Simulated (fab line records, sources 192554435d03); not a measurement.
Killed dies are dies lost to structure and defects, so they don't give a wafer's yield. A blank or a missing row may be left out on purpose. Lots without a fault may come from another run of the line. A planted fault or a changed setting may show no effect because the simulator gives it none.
Split-lot experiment | flow n5_finfet | 7 lots, 21 wafers read, on a route of 1938 steps

THE SPLIT
At N5_HKMG_FIN_ETCH_55 (etches SOC in N2/H2, target depth 240 nm, time 300 s), the setting bias_w was moved away from the recipe's 150 W on 7 of the 21 wafers read, by -13.5% to +12.3%. The other wafers ran this setting at the recipe's value.

The reading is taken at the split's own step.

THE READING
rf_vpp_V, in V, at N5_HKMG_FIN_ETCH_55 (etches SOC in N2/H2, target depth 240 nm, time 300 s). Fault-free wafers of this fab line usually give 523.8 V, standard deviation 2.4 V.

wafer  | tool, chamber at the split | bias_w as run, W | against the recipe | rf_vpp_V, V | against lot-mates on the recipe
L076.3 | rie_diel-05, 0             | 150              | recipe             | 525.0       | -
L076.4 | rie_diel-05, 1             | 150              | recipe             | 519.5       | -
L076.6 | rie_diel-05, 2             | 138.6            | -7.6%              | 498.5       | -23.8
L077.1 | rie_diel-05, 2             | 150              | recipe             | 525.0       | -
L077.2 | rie_diel-05, 0             | 150              | recipe             | 524.0       | -
L077.6 | rie_diel-05, 1             | 150              | recipe             | 521.2       | -
L079.2 | rie_diel-06, 3             | 150              | recipe             | 523.8       | -
L079.4 | rie_diel-06, 0             | 150              | recipe             | 523.0       | -
L079.6 | rie_diel-06, 1             | 150              | recipe             | 519.1       | -
L080.1 | rie_diel-04, 1             | 150              | recipe             | 524.8       | -
L080.4 | rie_diel-04, 3             | 150              | recipe             | 522.5       | -
L080.5 | rie_diel-04, 3             | 150              | recipe             | 521.2       | -
L081.2 | rie_diel-05, 2             | 160.4            | +6.9%              | 546.4       | +21.9
L081.3 | rie_diel-05, 0             | 160.4            | +6.9%              | 545.5       | +21.0
L081.6 | rie_diel-05, 2             | 150              | recipe             | 524.5       | -
L084.2 | rie_diel-05, 0             | 168.4            | +12.3%             | 563.4       | +41.5
L084.4 | rie_diel-05, 3             | 168.4            | +12.3%             | 563.5       | +41.6
L084.6 | rie_diel-05, 1             | 150              | recipe             | 521.9       | -
L085.1 | rie_diel-04, 0             | 129.8            | -13.5%             | 481.4       | -37.7
L085.3 | rie_diel-04, 1             | 129.8            | -13.5%             | 478.8       | -40.3
L085.6 | rie_diel-04, 3             | 150              | recipe             | 519.1       | -

THE FIT
A straight line over all 21 wafers: rf_vpp_V changes by +3.24 V for each +1% of bias_w; r = +1.00; the points scatter about the line by 1.9 V.
The same after taking each lot's own level away (the mean of its wafers on the recipe; 21 wafers): +3.11 V for each +1%; r = +1.00; scatter 2 V.
On that fit, the largest move of bias_w shifts the reading by 42 V.
The lots' own levels span 519.10 to 524.50 V, that is 2.2 times the standard deviation above.
So the lot-to-lot level changes the slope little: the two slopes agree.
Check: with one of the wafers moved furthest among these (-13.5%) left out of the fit, the line predicts -42.7 V for it against its lot-mates. It came out at -37.7 V against them.
Tool readings at the split's step, against how far the setting was moved: rf_vpp_V r = +1.00.

OTHER SPLITS ON THESE WAFERS
These wafers also went through other splits before the reading. Each is held against what the fit with the lots' levels taken away leaves over:
other split on the same wafers       | wafers away from the commonest value | r with rf_vpp_V (lot level and that fit taken away)
N5_WELL_APT_COAT_02 spin_rpm         | 3                                    | +0.07
N5_WELL_APT_EXPOSE_05 dose_mj        | 6                                    | -0.01
N5_FIN_SAQP_SPACER1_ALD_24 temp_c    | 4                                    | -0.13
N5_STI_FIN_REVEAL_ETCHBACK_08 time_s | 7                                    | +0.14
N5_STI_FIN_REVEAL_PRECLEAN_17 time_s | 6                                    | +0.02
N5_SD_EPI_N_ETCH_35 source_w         | 4                                    | +0.04
N5_SD_EPI_N_ETCH_45 target_depth_a   | 5                                    | +0.26
N5_SD_EPI_P_EPI_21 time_s            | 7                                    | -0.02
N5_SD_ACTIVATION_LSA_01 temp_c       | 10                                   | -0.04

THE WHOLE CHAIN: every reading that the file lists as answering this split, in the file's order
step                | what it does                                         | reading                                                                           | change (the file's fit)               | r (the file's)
N5_HKMG_FIN_ETCH_55 | etches SOC in N2/H2, target depth 240 nm, time 300 s | rf_vpp_V                                                                          | +3.12 V for each +1% of the setting   | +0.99
N5_HKMG_FIN_ETCH_55 | etches SOC in N2/H2, target depth 240 nm, time 300 s | SiARC_of_HKMG_FIN_COAT_42.thk_nm (the simulator's own value, which no gauge read) | -0.195 nm for each +1% of the setting | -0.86

THE FILE'S OWN FIT
rf_vpp_V changes by +3.12 V for each +1% of bias_w, r = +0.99.
